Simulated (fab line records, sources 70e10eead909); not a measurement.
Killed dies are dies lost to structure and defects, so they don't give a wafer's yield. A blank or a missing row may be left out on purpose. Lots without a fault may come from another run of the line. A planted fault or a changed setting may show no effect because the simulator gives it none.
Chamber matching | flow nand_harc | NHARC_P_BONDPAD_CMP_32 on cmp-04: 4 sister chambers
The step polishes SiCN, target thk 200 nm. 8 wafers are shown with their chamber, then 10 later ones without.

WAFERS WITH THEIR CHAMBER
wafer  | chamber | motor_current_A (A)
L087.1 | 3       | 11.7
L087.4 | 0       | 12.4
L087.6 | 3       | 11.2
L088.4 | 1       | 12.9
L088.5 | 2       | 13.6
L088.6 | 1       | 12.8
L089.3 | 2       | 13.6
L089.4 | 0       | 12.5

WAFERS WITHOUT THEIR CHAMBER
wafer  | motor_current_A (A)
L089.6 | 11.5
L091.1 | 11.2
L091.2 | 11.5
L091.3 | 14.7
L093.2 | 13.7
L093.3 | 12.5
L093.4 | 12.6
L096.2 | 11.3
L096.4 | 11.8
L096.5 | 13.5

WHICH CHAMBER EACH WENT THROUGH
wafer  | from the rows above     | in truth
L089.6 | 3                       | 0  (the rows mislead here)
L091.1 | 3                       | 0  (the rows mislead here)
L091.2 | 3                       | 3
L091.3 | 2                       | 2
L093.2 | 2                       | 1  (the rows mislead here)
L093.3 | can't be placed: 0 or 1 | 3
L093.4 | can't be placed: 0 or 1 | 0
L096.2 | 3                       | 3
L096.4 | can't be placed: 3 or 0 | 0
L096.5 | 2                       | 2
Placed correctly: 4 of 10. Can't be placed from these rows: 3 (the true chamber is among the candidates in 2). Placed wrongly: 3.
How it was worked out, from the rows above alone: a wafer's distance from a chamber is the root of the sum, over the readings, of the square of ((its reading less the chamber's mean) divided by the reading's scatter). The wafer belongs to the nearest chamber; if the next one is less than 2 further off, it can't be placed. A chamber's mean is the mean of its shown wafers. The scatter: the root of (the sum of the squares of (reading less its chamber's mean) over the shown wafers, divided by (wafers less chambers)).
